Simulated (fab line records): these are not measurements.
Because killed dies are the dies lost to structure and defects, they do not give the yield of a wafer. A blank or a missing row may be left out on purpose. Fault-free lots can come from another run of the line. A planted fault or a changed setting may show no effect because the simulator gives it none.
The tool behind it: which one? / flow n5_finfet / Sampling: 12 lots, 36 wafers, 5 of 1938 route steps

## WHAT THE GAUGES SHOWED, per wafer
N5_BEOL_M2_INSPECT_13: inspects for defects (brightfield).
lot=L075; measured=day 7 06:20; on=defect_inspect-02; raw_defect_count=483 387 740
lot=L077; measured=day 7 19:10; on=defect_inspect-02; raw_defect_count=315 362 305
lot=L079; measured=day 8 00:42; on=defect_inspect-02; raw_defect_count=527 331 513
lot=L081; measured=day 8 19:56; on=defect_inspect-02; raw_defect_count=504 529 291
lot=L083; measured=day 9 03:07; on=defect_inspect-02; raw_defect_count=338 442 310
lot=L084; measured=day 9 10:16; on=defect_inspect-01; raw_defect_count=531 511 520
lot=L087; measured=day 10 11:07; on=defect_inspect-01; raw_defect_count=446 450 422
lot=L089; measured=day 10 17:33; on=defect_inspect-01; raw_defect_count=443 495 495
lot=L091; measured=day 11 03:01; on=defect_inspect-01; raw_defect_count=398 477 493
lot=L093; measured=day 11 12:03; on=defect_inspect-01; raw_defect_count=401 460 486
lot=L095; measured=day 12 08:17; on=defect_inspect-02; raw_defect_count=479 499 507
lot=L097; measured=day 12 16:48; on=defect_inspect-02; raw_defect_count=566 623 410

## WHAT TOOL EACH LOT RAN ON (gives the tool, then ch and the chambers of the sampled wafers, and finally the start)
lot=L075; N5_BEOL_M1_ANNEAL_82=pvd_sputter-02, day 7 01:36; N5_BEOL_M1_ANNEAL_93=pvd_sputter-02, day 7 02:29; N5_BEOL_M1_SPUTTER_96=pvd_sputter-02, day 7 02:50; N5_BEOL_M2_ILD_DEP_00=pecvd-02 ch 0,1,2, day 7 03:59
lot=L077; N5_BEOL_M1_ANNEAL_82=pvd_sputter-03, day 7 13:16; N5_BEOL_M1_ANNEAL_93=pvd_sputter-03, day 7 14:08; N5_BEOL_M1_SPUTTER_96=pvd_sputter-03, day 7 14:30; N5_BEOL_M2_ILD_DEP_00=pecvd-04 ch 0,1,2, day 7 15:59
lot=L079; N5_BEOL_M1_ANNEAL_82=pvd_sputter-02, day 7 21:04; N5_BEOL_M1_ANNEAL_93=pvd_sputter-02, day 7 21:56; N5_BEOL_M1_SPUTTER_96=pvd_sputter-02, day 7 22:18; N5_BEOL_M2_ILD_DEP_00=pecvd-04 ch 0,1, day 7 23:34
lot=L081; N5_BEOL_M1_ANNEAL_82=pvd_sputter-02, day 8 16:15; N5_BEOL_M1_ANNEAL_93=pvd_sputter-02, day 8 17:08; N5_BEOL_M1_SPUTTER_96=pvd_sputter-02, day 8 17:29; N5_BEOL_M2_ILD_DEP_00=pecvd-02 ch 0,1,2, day 8 18:37
lot=L083; N5_BEOL_M1_ANNEAL_82=pvd_sputter-03, day 8 23:41; N5_BEOL_M1_ANNEAL_93=pvd_sputter-03, day 9 00:34; N5_BEOL_M1_SPUTTER_96=pvd_sputter-03, day 9 00:56; N5_BEOL_M2_ILD_DEP_00=pecvd-04 ch 0,1,2, day 9 02:05
lot=L084; N5_BEOL_M1_ANNEAL_82=pvd_sputter-01, day 9 06:25; N5_BEOL_M1_ANNEAL_93=pvd_sputter-01, day 9 07:17; N5_BEOL_M1_SPUTTER_96=pvd_sputter-01, day 9 07:39; N5_BEOL_M2_ILD_DEP_00=pecvd-04 ch 1,2, day 9 08:47
lot=L087; N5_BEOL_M1_ANNEAL_82=pvd_sputter-03, day 10 05:34; N5_BEOL_M1_ANNEAL_93=pvd_sputter-03, day 10 06:27; N5_BEOL_M1_SPUTTER_96=pvd_sputter-03, day 10 06:49; N5_BEOL_M2_ILD_DEP_00=pecvd-04 ch 0,1, day 10 07:59
lot=L089; N5_BEOL_M1_ANNEAL_82=pvd_sputter-01, day 10 14:14; N5_BEOL_M1_ANNEAL_93=pvd_sputter-01, day 10 15:07; N5_BEOL_M1_SPUTTER_96=pvd_sputter-01, day 10 15:29; N5_BEOL_M2_ILD_DEP_00=pecvd-02 ch 0,1, day 10 16:41
lot=L091; N5_BEOL_M1_ANNEAL_82=pvd_sputter-01, day 10 23:01; N5_BEOL_M1_ANNEAL_93=pvd_sputter-01, day 10 23:53; N5_BEOL_M1_SPUTTER_96=pvd_sputter-01, day 11 00:15; N5_BEOL_M2_ILD_DEP_00=pecvd-02 ch 0,1, day 11 01:33
lot=L093; N5_BEOL_M1_ANNEAL_82=pvd_sputter-03, day 11 07:18; N5_BEOL_M1_ANNEAL_93=pvd_sputter-03, day 11 08:11; N5_BEOL_M1_SPUTTER_96=pvd_sputter-03, day 11 08:32; N5_BEOL_M2_ILD_DEP_00=pecvd-04 ch 0, day 11 09:40
lot=L095; N5_BEOL_M1_ANNEAL_82=pvd_sputter-03, day 12 04:25; N5_BEOL_M1_ANNEAL_93=pvd_sputter-03, day 12 05:17; N5_BEOL_M1_SPUTTER_96=pvd_sputter-03, day 12 05:39; N5_BEOL_M2_ILD_DEP_00=pecvd-01 ch 0,2, day 12 06:46
lot=L097; N5_BEOL_M1_ANNEAL_82=pvd_sputter-02, day 12 12:44; N5_BEOL_M1_ANNEAL_93=pvd_sputter-02, day 12 13:37; N5_BEOL_M1_SPUTTER_96=pvd_sputter-02, day 12 13:59; N5_BEOL_M2_ILD_DEP_00=pecvd-04 ch 0,1,2, day 12 15:05
- N5_BEOL_M1_ANNEAL_82: time 240 s.
- N5_BEOL_M1_ANNEAL_93: time 240 s.
- N5_BEOL_M1_SPUTTER_96: material Cu, target thk 4.5 nm, time 8.29 s.
- N5_BEOL_M2_ILD_DEP_00: deposits SiOC from DEMS/O2, target thk 79 nm, time 15.3 s.

## THE ANSWER, worked out from the rows above alone
Rule: the lots themselves supply what counts as usual. Put in order of their means at a reading, lots are off if they are a third of the lots or fewer, leave a main group of 4 or more, and stand apart from it by a gap of 3 or more times the standard deviation of the main group's means; of several such gaps the widest counts. If all means in a main group match to the digits the tables above print for the reading, that group is not used. A lot without any number at a reading at which 4 lots or more have one is off too. Any other lot the step has rows for is counted as sound.
Across all readings shown, no lot is off: no conclusion can be drawn from this.

## WHAT HAD BEEN PUT IN BY THE SIMULATOR
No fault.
